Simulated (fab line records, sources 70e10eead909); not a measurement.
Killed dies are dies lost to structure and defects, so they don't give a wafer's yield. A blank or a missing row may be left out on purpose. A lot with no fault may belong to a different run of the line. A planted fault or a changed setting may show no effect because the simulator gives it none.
Matching of chambers || flow nand-harc || 4 sister chambers for NHARC_P_GATE_DESCUM_48 on rie-diel-04
The step chemistry O2, time 3 s. 7 wafers are shown with their chamber, then 6 later ones without.

== WAFERS WITH THEIR CHAMBER ==
{"wafer": "L994.5", "chamber": 0, "rf-vpp-V (V)": 57.6, "oes-product-au (a.u.)": 1.006}
{"wafer": "L998.1", "chamber": 3, "rf-vpp-V (V)": 57.3, "oes-product-au (a.u.)": 1.002}
{"wafer": "L998.2", "chamber": 0, "rf-vpp-V (V)": 58.4, "oes-product-au (a.u.)": 1.005}
{"wafer": "L103.2", "chamber": 1, "rf-vpp-V (V)": 57.7, "oes-product-au (a.u.)": 0.997}
{"wafer": "L103.6", "chamber": 2, "rf-vpp-V (V)": 59.0, "oes-product-au (a.u.)": 0.998}
{"wafer": "L106.2", "chamber": 2, "rf-vpp-V (V)": 57.1, "oes-product-au (a.u.)": 0.994}
{"wafer": "L106.3", "chamber": 1, "rf-vpp-V (V)": 59.1, "oes-product-au (a.u.)": 0.991}

== WAFERS WITH NO CHAMBER GIVEN ==
{"wafer": "L106.6", "rf-vpp-V (V)": 57.1, "oes-product-au (a.u.)": 0.995}
{"wafer": "L111.1", "rf-vpp-V (V)": 56.3, "oes-product-au (a.u.)": 1.014}
{"wafer": "L111.6", "rf-vpp-V (V)": 57.8, "oes-product-au (a.u.)": 1.018}
{"wafer": "L112.2", "rf-vpp-V (V)": 58.5, "oes-product-au (a.u.)": 1.012}
{"wafer": "L112.4", "rf-vpp-V (V)": 57.7, "oes-product-au (a.u.)": 1.012}
{"wafer": "L112.5", "rf-vpp-V (V)": 59.3, "oes-product-au (a.u.)": 1.010}

== CHAMBER TAKEN BY EACH ==
{"wafer": "L106.6", "from the rows above": "can't be placed: 2 or 1 or 3", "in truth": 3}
{"wafer": "L111.1", "from the rows above": "can't be placed: 0 or 3", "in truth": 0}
{"wafer": "L111.6", "from the rows above": "can't be placed: 0 or 3", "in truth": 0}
{"wafer": "L112.2", "from the rows above": "can't be placed: 0 or 3", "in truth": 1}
{"wafer": "L112.4", "from the rows above": "can't be placed: 0 or 3", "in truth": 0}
{"wafer": "L112.5", "from the rows above": "can't be placed: 0 or 3", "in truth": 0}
Correctly placed: 0 of 6. These rows do not allow placing 6 (true chamber among the candidates in 5). Number placed wrongly: 0.
How it was worked out, from the rows above alone: a wafer's distance from a chamber is the root of the sum, over the readings, of the square of ((its reading less the chamber's mean) divided by the reading's scatter). If the next closest chamber is less than 2 further off than the closest, the wafer can't be placed; otherwise it belongs to the closest. For every chamber, the mean is computed from those of its wafers that are shown. The scatter is the square root of a quotient: the sum, over the shown wafers, of each reading's squared deviation from its chamber's mean, divided by wafers minus chambers.
